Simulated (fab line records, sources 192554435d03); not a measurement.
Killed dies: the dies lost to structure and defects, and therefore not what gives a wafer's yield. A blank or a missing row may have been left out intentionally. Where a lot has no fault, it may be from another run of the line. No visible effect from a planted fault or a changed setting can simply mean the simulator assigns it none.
Matching of chambers | flow n5-finfet | N5_BEOL_M2_ALD_98 on ald-sin-01 has 4 sister chambers
The step deposits SiO2, target thk 2.5 nm, pulse time 1 s, co reactant pulse time 1 s. 8 wafers are shown with their chamber, then 12 later ones without.

== WAFERS, EACH WITH ITS CHAMBER ==
wafer  | chamber | heater-power-w (W) | precursor-pulse-height-rel
L087.3 | 0       | 91                 | 1.017
L089.4 | 3       | 82                 | 1.026
L089.5 | 0       | 89                 | 0.989
L088.5 | 1       | 68                 | 0.982
L088.6 | 2       | 86                 | 0.957
L093.2 | 1       | 67                 | 0.984
L093.5 | 2       | 88                 | 1.007
L093.6 | 3       | 84                 | 1.007

== WAFERS WITHOUT THEIR CHAMBER ==
wafer  | heater-power-w (W) | precursor-pulse-height-rel
L094.1 | 67                 | 1.017
L094.4 | 83                 | 1.012
L094.6 | 89                 | 0.970
L092.3 | 84                 | 1.021
L092.5 | 85                 | 1.020
L092.6 | 83                 | 1.032
L095.1 | 86                 | 1.010
L095.3 | 89                 | 1.016
L095.4 | 69                 | 1.008
L097.1 | 86                 | 0.977
L097.5 | 90                 | 1.014
L097.6 | 67                 | 1.020

== THE CHAMBER EACH PASSED THROUGH ==
wafer  | from the rows above          | in truth
L094.1 | 1                            | 1
L094.4 | 3                            | 3
L094.6 | can't be placed: 2 or 0      | 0
L092.3 | 3                            | 3
L092.5 | can't be placed: 3 or 2      | 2
L092.6 | 3                            | 3
L095.1 | can't be placed: 2 or 3 or 0 | 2
L095.3 | can't be placed: 0 or 2      | 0
L095.4 | 1                            | 1
L097.1 | 2                            | 2
L097.5 | 0                            | 0
L097.6 | 1                            | 1
Placed correctly: 8 of 12. From these rows, 4 cannot be placed; in 4 the true chamber is one of the candidates. Placed wrongly: 0.
How it was worked out, from the rows above alone: a wafer's distance from a chamber is the root of the sum, over the readings, of the square of ((its reading less the chamber's mean) divided by the reading's scatter). The wafer belongs to the nearest chamber; if the next one is less than 2 further off, it can't be placed. The mean given for a chamber averages the wafers shown for that chamber. The scatter: take each reading less its chamber's mean, square it, sum over the shown wafers, divide by the number of wafers less the number of chambers, and take the root.
